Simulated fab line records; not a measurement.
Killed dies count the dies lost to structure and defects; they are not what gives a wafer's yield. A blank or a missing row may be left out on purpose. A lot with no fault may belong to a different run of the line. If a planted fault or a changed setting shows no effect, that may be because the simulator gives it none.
Struck lot and sound lot, side by side ; flow nand harc ; 14 out of 1302 route steps
Sound: the wafers L325.2, L325.4, L325.6. Wafers struck: L331.2, L331.3, L331.4. The cause is named last.
Order at every step that has rows: each side's tool, ch and its chambers, its first start. Under that, the readings that differ: sound wafers ; struck wafers ; difference of the means ; sigmas: that difference in standard deviations of wafers without a fault.
alike: words and numbers the same on both sides, and readings whose means are apart by under 2 such deviations; not compared: readings that were withheld, readings missing a value for some wafer, numbers with overlapping values and no deviation given by the record, and bounds like >300 which may hide the same value.
Wherever a step has rows on one side only, a row that says differs or no value, or a row with sigmas, the two part there. Numbers that don't overlap but have no deviation are shown without sigmas and don't part them. Lack of a reading on every wafer of one side parts them only where that side has two or more wafers.

NHARC_A_STAIRCASE_TRIM_187: chemistry O2, time 211.2 s.
  sound on rie diel-04 ch 1,2, day 17 18:17; struck on rie diel-13 ch 0,1,3, day 20 10:56
  alike: drypump motor current A, oes product au, rf vpp V, showerhead plenum p Torr, throttle valve pct
  not compared: rf hours counter h
then, 4 steps without rows for these wafers: NHARC_A_STAIRCASE_ETCH_188 (etches the open film in C4F8/O2, target depth 100 nm, time 40.5 s); NHARC_A_STAIRCASE_TRIM_189 (chemistry O2, time 211.2 s); NHARC_A_STAIRCASE_ETCH_190 (etches the open film in C4F8/O2, target depth 100 nm, time 40.5 s); NHARC_A_STAIRCASE_TRIM_191 (chemistry O2, time 211.2 s).
NHARC_A_STAIRCASE_ETCH_192: etches the open film in C4F8/O2, target depth 100 nm, time 40.5 s.
  sound on rie diel-04 ch 1,2; struck on rie diel-13 ch 0,1,3
  alike: oes product au, rf vpp V, run length s
  not compared: rf hours counter h
then, 1 step without rows for these wafers: NHARC_A_STAIRCASE_TRIM_193 (chemistry O2, time 211.2 s).
NHARC_A_STAIRCASE_ETCH_194: etches the open film in C4F8/O2, target depth 100 nm, time 40.5 s.
  sound on rie diel-04 ch 0,1,2; struck on rie diel-13 ch 0,1,2
  alike: oes product au, rf vpp V, run length s
  not compared: rf hours counter h
then, 1 step without rows for these wafers: NHARC_A_STAIRCASE_TRIM_196 (chemistry O2, time 211.2 s).
NHARC_A_STAIRCASE_ETCH_197: etches the open film in C4F8/O2, target depth 100 nm, time 40.5 s.
  sound on rie diel-04 ch 0,2; struck on rie diel-02 ch 0,1,2
  alike: oes product au, rf vpp V, run length s
  not compared: rf hours counter h
NHARC_A_STAIRCASE_TRIM_198: chemistry O2, time 211.2 s.
  sound on rie diel-04 ch 1,2,3; struck on rie diel-02 ch 0,1,2
  alike: drypump motor current A, oes product au, rf vpp V, showerhead plenum p Torr, throttle valve pct
  not compared: rf hours counter h
NHARC_A_STAIRCASE_ETCH_199: etches the open film in C4F8/O2, target depth 100 nm, time 40.5 s.
  sound on rie diel-04 ch 1,2,3, day 17 20:06; struck on rie diel-02 ch 1,2,3, day 20 12:29
reading;sound;struck;difference;sigmas
run length s (s);61.8 61.9 61.2;52.8 53.2 52.3;-8.9;-23
  alike: oes product au, rf vpp V
  not compared: rf hours counter h
then, 1 step without rows for these wafers: NHARC_A_STAIRCASE_TRIM_200 (chemistry O2, time 211.2 s).
-- record jumps: 9 days between struck wafers' starts before vs after; left off in module A_STAIRCASE, resumes in module END, first step shown is number 1302 of the route --
NHARC_END_SORT_01:
  sound on prober-01 ch 0, day 25 12:17; struck on prober-01 ch 0, day 29 03:16
reading;sound;struck;difference;sigmas
hold;- - -;await dispo/0.8h/release await dispo/0.8h/release await dispo/0.8h/release;no value on the sound wafers;
killed at array;14 17 26;131 110 129;+104;+5
killed dies;19 23 28;132 115 132;+103;+5
  alike: killed at other, killed at periphery, killed open, killed short

## WHERE THEY PART
Last at NHARC_END_SORT_01 as far as this record goes, first at NHARC_A_STAIRCASE_ETCH_199.

WHY: whatever the simulator had introduced
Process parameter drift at NHARC_A_STAIRCASE_ETCH_199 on rie diel-02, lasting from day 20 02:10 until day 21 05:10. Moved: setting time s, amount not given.
